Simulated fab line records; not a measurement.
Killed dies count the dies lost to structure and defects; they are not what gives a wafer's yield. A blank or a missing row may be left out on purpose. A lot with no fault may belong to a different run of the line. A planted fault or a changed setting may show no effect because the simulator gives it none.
One fault through the eyes of 2 desks + flow nand_harc + each desk holds nothing but its own numbers, with what lay behind them at the end

AT THE METROLOGY DESK
What the gauges read for every lot (on any tool): the sampled wafers with a number, averaged. Any lot whose mean is over 4 standard deviations away from the usual mean is out of limits and marked OUT; that distance is given in the brackets.
Columns: A = thk_nm at NHARC_A_ONON_D1_THK_MEAS_08, usual 999 nm
| lot  | first seen here | A             |
|------|-----------------|---------------|
| L475 | day 8 04:38     | 998           |
| L476 | day 8 04:38     | 1020          |
| L478 | day 8 14:43     | 1006          |
| L479 | day 8 20:17     | 981           |
| L480 | day 8 20:19     | 1004          |
| L483 | day 9 17:59     | 270 (-66) OUT |
| L484 | day 10 06:16    | 1011          |
| L485 | day 10 06:16    | 294 (-64) OUT |
| L487 | day 10 17:11    | 985           |
| L491 | day 11 19:16    | 994           |
| L490 | day 11 19:24    | 994           |
| L494 | day 12 09:25    | 1017          |
| L497 | day 13 16:59    | 1008          |
This desk finds L483, L485 out of limits, L483 being first, at day 9 17:59 (thk_nm at NHARC_A_ONON_D1_THK_MEAS_08). Within limits: L475, L476, L478, L479, L480, L484, L487, L491, L490, L494, L497.

THE TOOL OWNER'S DESK: pecvd_onon-03
The tool's own readings at NHARC_A_ONON_D1_DEP_06 (target thk 1000 nm): means of the sampled wafers that have a number, for each lot that ran on this tool. Any lot whose mean is over 4 standard deviations away from the usual mean is out of limits and marked OUT; that distance is given in the brackets.
Columns: A = n2o_flow_sccm at NHARC_A_ONON_D1_DEP_06, usual 1999 sccm
| lot  | first seen here | A    |
|------|-----------------|------|
| L476 | day 8 04:11     | 2002 |
| L478 | day 8 14:13     | 1997 |
| L483 | day 9 17:29     | 1999 |
| L485 | day 10 05:47    | 1998 |
This desk found nothing out of limits on any of the 4 lots.

BROUGHT TOGETHER
At day 9 17:59 the metrology desk could have sounded an alarm, on L483, L485.
The tool owner's desk saw nothing out of limits.
Tool owner's desk: L483, L485 on record, inside its limits.
The lots listed all ran NHARC_A_ONON_D1_DEP_06 on pecvd_onon-03.

WHAT HAD BEEN PUT IN BY THE SIMULATOR
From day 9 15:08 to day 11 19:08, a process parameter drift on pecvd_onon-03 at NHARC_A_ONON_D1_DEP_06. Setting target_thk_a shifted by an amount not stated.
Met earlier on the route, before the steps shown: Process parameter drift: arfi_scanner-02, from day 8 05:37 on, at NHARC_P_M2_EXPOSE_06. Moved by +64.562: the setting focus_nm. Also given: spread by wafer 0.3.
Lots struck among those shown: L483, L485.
Hours from the fault's start to each desk's first reading out of limits: the metrology desk, 3.
